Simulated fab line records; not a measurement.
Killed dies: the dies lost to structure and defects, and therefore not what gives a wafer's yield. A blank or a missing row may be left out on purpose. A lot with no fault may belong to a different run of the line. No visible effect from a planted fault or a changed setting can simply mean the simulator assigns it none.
3 desks, one fault -- flow nand-harc -- only its own numbers are on each desk; what lay behind them is given at the end

AT THE METROLOGY DESK
What the gauges read, lot by lot, whatever tool the lot ran on: means of the sampled wafers that have a number. Marked OUT: a lot whose mean sits more than 4 standard deviations from the usual mean, which makes it out of limits; the brackets give that distance.
Columns: A = thk-nm at NHARC_A_SOURCE_PLATE_THK_MEAS_06, usual 200.3 nm; B = thk-nm at NHARC_A_ONON_D1_THK_MEAS_24, usual 1003 nm
lot,first seen here,A,B
L849,day 7 16:21,203.4,992
L850,day 8 06:53,199.1,999
L851,day 8 06:53,202.8,1019
L853,day 9 05:16,198.3,998
L856,day 10 20:37,204.4,977
L860,day 12 14:47,200.9,1006
L863,day 13 21:02,144.7 (-25) OUT,996
L864,day 14 07:22,144.2 (-26) OUT,1004
L867,day 15 06:00,202.6,1000
L868,day 15 06:00,200.0,998
L871,day 16 16:13,199.9,1007
L872,day 17 08:43,201.2,1010
This desk finds L863, L864 out of limits, L863 being first, at day 13 21:02 (thk-nm at NHARC_A_SOURCE_PLATE_THK_MEAS_06). In limits: L849, L850, L851, L853, L856, L860, L867, L868, L871, L872.

THE DEFECT DESK
Inspection counts along the route, by lot: the mean over sampled wafers that carry a number. Marked OUT: a lot whose mean sits more than 4 standard deviations from the usual mean, which makes it out of limits; the brackets give that distance.
Columns: A = raw-defect-count at NHARC_A_ZERO_WELL_INSPECT_17, usual 12
lot,first seen here,A
L849,day 6 19:45,10
L850,day 7 10:34,14
L851,day 7 11:25,18
L853,day 8 09:31,11
L856,day 9 23:31,9
L860,day 11 18:44,12
L863,day 12 22:52,11
L864,day 13 10:05,17
L867,day 14 10:34,18
L868,day 14 11:04,18
L871,day 15 20:02,27
L872,day 16 11:02,10
This desk's verdict: no lot among the 12 shows anything out of limits.

FOR THE TOOL OWNER'S DESK: lpcvd-poly-01
The tool's own readings at NHARC_A_SOURCE_PLATE_CVD_03 (deposits poly-Si, target thk 200 nm, time 4000 s): means of the sampled wafers that have a number, for each lot that ran on this tool. Marked OUT: a lot whose mean sits more than 4 standard deviations from the usual mean, which makes it out of limits; the brackets give that distance.
Columns: A = spike-tc-bottom-C at NHARC_A_SOURCE_PLATE_CVD_03, usual 640.2 C; B = spike-tc-centre-C at NHARC_A_SOURCE_PLATE_CVD_03, usual 620.3 C; C = spike-tc-lower-C at NHARC_A_SOURCE_PLATE_CVD_03, usual 620.2 C; D = spike-tc-top-C at NHARC_A_SOURCE_PLATE_CVD_03, usual 635.4 C; E = spike-tc-upper-C at NHARC_A_SOURCE_PLATE_CVD_03, usual 620.3 C; F = tube-center-temp-C at NHARC_A_SOURCE_PLATE_CVD_03, usual 620 C; G = zone-power-centre-pct at NHARC_A_SOURCE_PLATE_CVD_03, usual 10.6 %
lot,first seen here,A,B,C,D,E,F,G
L856,day 10 10:15,642.8,618.0,619.6,633.9,619.1,620,10.4
L860,day 12 04:25,644.0,618.4,619.7,634.3,619.8,620,10.4
L863,day 13 08:43,629.4 (-5.2) OUT,604.4 (-11) OUT,605.8 (-9.0) OUT,620.6 (-7.4) OUT,605.5 (-12) OUT,606 (-99 or more) OUT,10.0
L864,day 13 19:59,630.6 (-4.6) OUT,605.5 (-9.9) OUT,604.6 (-9.8) OUT,619.9 (-7.7) OUT,605.6 (-12) OUT,606 (-99 or more) OUT,9.9
L872,day 16 21:34,643.6,619.3,619.6,634.5,618.8,620,10.4
This desk finds L863, L864 out of limits, L863 being first, at day 13 08:43 (spike-tc-bottom-C at NHARC_A_SOURCE_PLATE_CVD_03). In limits: L856, L860, L872.

BROUGHT TOGETHER
At day 13 08:43, on L863, L864, the tool owner's desk was in a position to raise an alarm.
Metrology desk: alarm possible at day 13 21:02 on L863, L864.
No out-of-limits result turned up at the defect desk.
The defect desk has L863, L864 on record, within its limits.
Of the lots named, all ran NHARC_A_SOURCE_PLATE_CVD_03 on lpcvd-poly-01.

WHAT WAS PUT IN BY THE SIMULATOR
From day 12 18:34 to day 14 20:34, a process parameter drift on lpcvd-poly-01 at NHARC_A_SOURCE_PLATE_CVD_03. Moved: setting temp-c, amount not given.
Struck lots among those shown: L863, L864.
Fault start to first reading out of limits, in hours, per desk: tool owner, 14; metrology, 26.
